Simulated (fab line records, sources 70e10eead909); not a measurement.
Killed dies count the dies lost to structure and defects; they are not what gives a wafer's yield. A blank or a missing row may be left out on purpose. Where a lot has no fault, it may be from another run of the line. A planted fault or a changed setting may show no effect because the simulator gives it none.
Chamber matching + flow nandHarc + 4 sister chambers for NHARC_A_BLC_STRIP_21 on rieDiel-09
The step strips in O2. 4 wafers are shown with their chamber, then 12 later ones without.

== WAFERS, EACH WITH ITS CHAMBER ==
| wafer  | chamber | showerheadPlenumPTorr (Torr) |
|--------|---------|------------------------------|
| L085.4 | 0       | 3.65                         |
| L086.1 | 3       | 3.46                         |
| L086.3 | 1       | 3.43                         |
| L086.5 | 2       | 3.52                         |

== WAFERS WITH NO CHAMBER GIVEN ==
| wafer  | showerheadPlenumPTorr (Torr) |
|--------|------------------------------|
| L087.1 | 3.65                         |
| L087.2 | 3.46                         |
| L087.5 | 3.43                         |
| L090.1 | 3.65                         |
| L090.3 | 3.52                         |
| L090.6 | 3.43                         |
| L093.1 | 3.42                         |
| L093.3 | 3.46                         |
| L093.5 | 3.65                         |
| L096.2 | 3.42                         |
| L096.5 | 3.42                         |
| L096.6 | 3.65                         |

== EACH ONE'S CHAMBER ==
| wafer  | from the rows above | in truth |
|--------|---------------------|----------|
| L087.1 | 0                   | 0        |
| L087.2 | 3                   | 3        |
| L087.5 | 1                   | 1        |
| L090.1 | 0                   | 0        |
| L090.3 | 2                   | 2        |
| L090.6 | 1                   | 1        |
| L093.1 | 1                   | 1        |
| L093.3 | 3                   | 3        |
| L093.5 | 0                   | 0        |
| L096.2 | 1                   | 1        |
| L096.5 | 1                   | 1        |
| L096.6 | 0                   | 0        |
Correctly placed: 12 of 12. Not placeable from these rows: 0. Number placed wrongly: 0.
How it was worked out, from the rows above alone: a wafer's distance from a chamber is the root of the sum, over the readings, of the square of ((its reading less the chamber's mean) divided by the reading's scatter). If the next closest chamber is less than 2 further off than the closest, the wafer can't be placed; otherwise it belongs to the closest. Each chamber's mean is taken over the wafers shown for it. The scatter (one wafer shown for each chamber): square how far every hidden wafer sits from the nearest shown wafer, average those squares and take the square root.
